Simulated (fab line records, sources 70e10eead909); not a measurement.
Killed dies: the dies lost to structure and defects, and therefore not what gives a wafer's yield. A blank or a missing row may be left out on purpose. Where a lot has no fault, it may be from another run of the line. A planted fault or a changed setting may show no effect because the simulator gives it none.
Which tool was responsible? | flow nand_harc | Sampling: 13 lots, 37 wafers, 5 of 1302 route steps

== WHAT THE GAUGES SHOWED, per wafer ==
NHARC_A_M0_INSPECT_11.
lot  | measured     | on                | raw_defect_count
L385 | day 23 01:13 | defect_inspect-02 | 72 76 75
L384 | day 23 04:19 | defect_inspect-01 | 92 91 107
L386 | day 24 12:16 | defect_inspect-02 | 76 74 72
L389 | day 25 09:47 | defect_inspect-01 | 76 66 62
L391 | day 26 16:08 | defect_inspect-02 | 74
L394 | day 27 05:25 | defect_inspect-02 | 150 126 132
L401 | day 30 02:40 | defect_inspect-01 | 77 87 92
L399 | day 30 07:10 | defect_inspect-02 | 64 59 62
L402 | day 30 17:04 | defect_inspect-01 | 79 77 80
L406 | day 31 20:20 | defect_inspect-02 | 85 80 90
L403 | day 32 00:56 | defect_inspect-01 | 15 21 30
L404 | day 32 01:50 | defect_inspect-02 | 135 131 134
L405 | day 32 07:34 | defect_inspect-01 | 75 82 68

NHARC_END_SORT_01.
lot  | measured     | on        | defect_limited_yield (%) | killed_at_array | killed_at_other | killed_at_periphery | killed_dies | killed_open | killed_short | sort_bin_2_pct (%) | sort_bin_3_pct (%) | sort_bin_4_pct (%) | sort_n_pass | sort_rim_yield_pct (%) | sort_yield_pct (%)
L389 | day 27 02:41 | prober-01 | 91.6 92.9 92.0           | 54 45 52        | 2 1 0           | 1 2 2               | 57 48 54    | 5 3 4       | 3 3 3        | 3.0 2.5 2.1        | 1.2 0.4 1.0        | 4.3 4.1 4.9        | 620 629 623 | 99 100 94              | 91.6 92.9 92.0
L404 | day 33 16:25 | prober-01 | 89.1 90.8 91.0           | 73 59 58        | 0 1 0           | 1 2 3               | 74 62 61    | 3 4 4       | 3 1 1        | 3.4 3.0 3.7        | 1.2 1.3 0.4        | 6.4 4.9 4.9        | 603 615 616 | 90 90 86               | 89.1 90.8 91.0

== EACH LOT AND THE TOOL THAT RAN IT (in order: tool; ch and the chambers of the sampled wafers; start) ==
lot  | NHARC_A_BLC_CVD_24                       | NHARC_A_M0_PEB_07                 | NHARC_A_M0_PRE_CLEAN_29
L385 | cvd_w-01 ch 0,1, day 23 01:00 or earlier | litho_track-04 ch 0, day 23 01:00 | pvd_sputter-01, no start
L384 | cvd_w-02 ch 0,1, day 23 04:07 or earlier | litho_track-04 ch 0, day 23 04:07 | pvd_sputter-02, no start
L386 | cvd_w-01 ch 1, day 24 12:04 or earlier   | litho_track-01 ch 0, day 24 12:04 | pvd_sputter-03, no start
L389 | cvd_w-02 ch 0,1, day 25 09:34 or earlier | litho_track-06 ch 0, day 25 09:34 | pvd_sputter-03, day 27 02:41 or earlier
L391 | cvd_w-02 ch 0, day 26 15:55 or earlier   | litho_track-04 ch 0, day 26 15:55 | pvd_sputter-03, no start
L394 | cvd_w-01 ch 0,1, day 27 05:13 or earlier | litho_track-04 ch 0, day 27 05:13 | pvd_sputter-02, no start
L401 | cvd_w-01 ch 0,1, day 30 02:27 or earlier | litho_track-06 ch 0, day 30 02:27 | pvd_sputter-02, no start
L399 | cvd_w-01 ch 0,1, day 30 06:57 or earlier | litho_track-06 ch 0, day 30 06:57 | pvd_sputter-01, no start
L402 | cvd_w-01 ch 0,1, day 30 16:51 or earlier | litho_track-04 ch 0, day 30 16:51 | pvd_sputter-01, no start
L406 | cvd_w-02 ch 0,1, day 31 20:08 or earlier | litho_track-04 ch 0, day 31 20:08 | pvd_sputter-01, no start
L403 | cvd_w-01 ch 0,1, day 32 00:44 or earlier | litho_track-04 ch 0, day 32 00:44 | pvd_sputter-02, no start
L404 | cvd_w-02 ch 0,1, day 32 01:38 or earlier | litho_track-04 ch 0, day 32 01:38 | pvd_sputter-03, day 33 16:25 or earlier
L405 | cvd_w-01 ch 0,1, day 32 07:22 or earlier | litho_track-06 ch 0, day 32 07:22 | pvd_sputter-03, no start
- NHARC_A_BLC_CVD_24: deposits W, target thk 150 nm, time 434 s.
- NHARC_A_M0_PEB_07: peb time 65 s.
- NHARC_A_M0_PRE_CLEAN_29: time 30 s.

== AS READ BY THE TOOLS THEMSELVES (means over the sampled wafers that have a number; for cases with no such wafer, the mark the record gives instead) ==
NHARC_A_BLC_CVD_24.
lot  | tool     | heater_power_outer_w (W) | heater_power_w (W) | throttle_valve_pct (%)
L385 | cvd_w-01 | 255                      | 479                | 7.4
L384 | cvd_w-02 | 270                      | 473                | 8.0
L386 | cvd_w-01 | 245                      | 487                | 7.4
L389 | cvd_w-02 | 268                      | 469                | 7.8
L391 | cvd_w-02 | 273                      | 494                | 7.8
L394 | cvd_w-01 | 248                      | 478                | 7.6
L401 | cvd_w-01 | 249                      | 457                | 7.9
L399 | cvd_w-01 | 248                      | 477                | 7.7
L402 | cvd_w-01 | 249                      | 480                | 7.8
L406 | cvd_w-02 | 264                      | 459                | 8.0
L403 | cvd_w-01 | 262                      | 453                | 7.8
L404 | cvd_w-02 | 262                      | 439                | 8.1
L405 | cvd_w-01 | 258                      | 460                | 7.8

NHARC_A_M0_PEB_07.
lot  | tool           | exhaust_pa (Pa) | heater_power_total_W (W) | plate_temp_C (C)
L385 | litho_track-04 | 44.1            | 156.4                    | 99.89
L384 | litho_track-04 | 46.3            | 156.6                    | 100.08
L386 | litho_track-01 | 45.7            | 156.6                    | 99.92
L389 | litho_track-06 | 45.8            | 156.8                    | 99.77
L391 | litho_track-04 | 45.7            | 155.9                    | 99.46
L394 | litho_track-04 | 45.2            | 155.5                    | 99.36
L401 | litho_track-06 | 46.3            | 157.1                    | 99.81
L399 | litho_track-06 | 46.4            | 156.8                    | 100.01
L402 | litho_track-04 | 46.4            | 157.1                    | 99.86
L406 | litho_track-04 | 44.9            | 156.4                    | 100.05
L403 | litho_track-04 | 45.1            | 156.6                    | 100.01
L404 | litho_track-04 | 45.1            | 156.9                    | 99.86
L405 | litho_track-06 | 45.1            | 156.7                    | 100.01

NHARC_A_M0_PRE_CLEAN_29.
lot  | tool           | heater_power_w (W)
L385 | pvd_sputter-01 | 383
L384 | pvd_sputter-02 | 428
L386 | pvd_sputter-03 | 396
L389 | pvd_sputter-03 | 392
L391 | pvd_sputter-03 | 489
L394 | pvd_sputter-02 | 393
L401 | pvd_sputter-02 | 433
L399 | pvd_sputter-01 | 393
L402 | pvd_sputter-01 | 397
L406 | pvd_sputter-01 | 386
L403 | pvd_sputter-02 | 424
L404 | pvd_sputter-03 | 388
L405 | pvd_sputter-03 | 372

== THE ANSWER, worked out from the rows above alone ==
Rule: usual is defined by the lots themselves. The widest of any qualifying gaps counts: lots, ordered by their means at a reading, are off when they make up no more than a third of the lots, leave a main group of 4 or more, and stand apart from it by 3 or more times the standard deviation of that group's means. A main group whose means are all the same, to the digits that the tables above print for the reading, isn't used. Also off: a lot with no number at a reading for which 4 or more lots have one. All remaining lots with rows at the step are treated as sound. Order of review: gauges by route order, followed by the tools' own readings, for which a lot's mean as printed above is used. At the first step where some lot is off, the reading lying furthest off is the one used; lots without a number count as furthest.
Off: L391, L394, at NHARC_A_M0_PEB_07 (plate_temp_C). The main group has a mean of 99.93 C with a standard deviation of 0.099.
A tool fits if, at that step or a process step before it, it ran every lot that is off, and no sound lot after the first of them. With no start given for some of its lots, NHARC_A_BLC_CVD_24 uses the hours and lot order of NHARC_A_M0_PEB_07. Of those tried, none fits.

== WHAT HAD BEEN PUT IN BY THE SIMULATOR ==
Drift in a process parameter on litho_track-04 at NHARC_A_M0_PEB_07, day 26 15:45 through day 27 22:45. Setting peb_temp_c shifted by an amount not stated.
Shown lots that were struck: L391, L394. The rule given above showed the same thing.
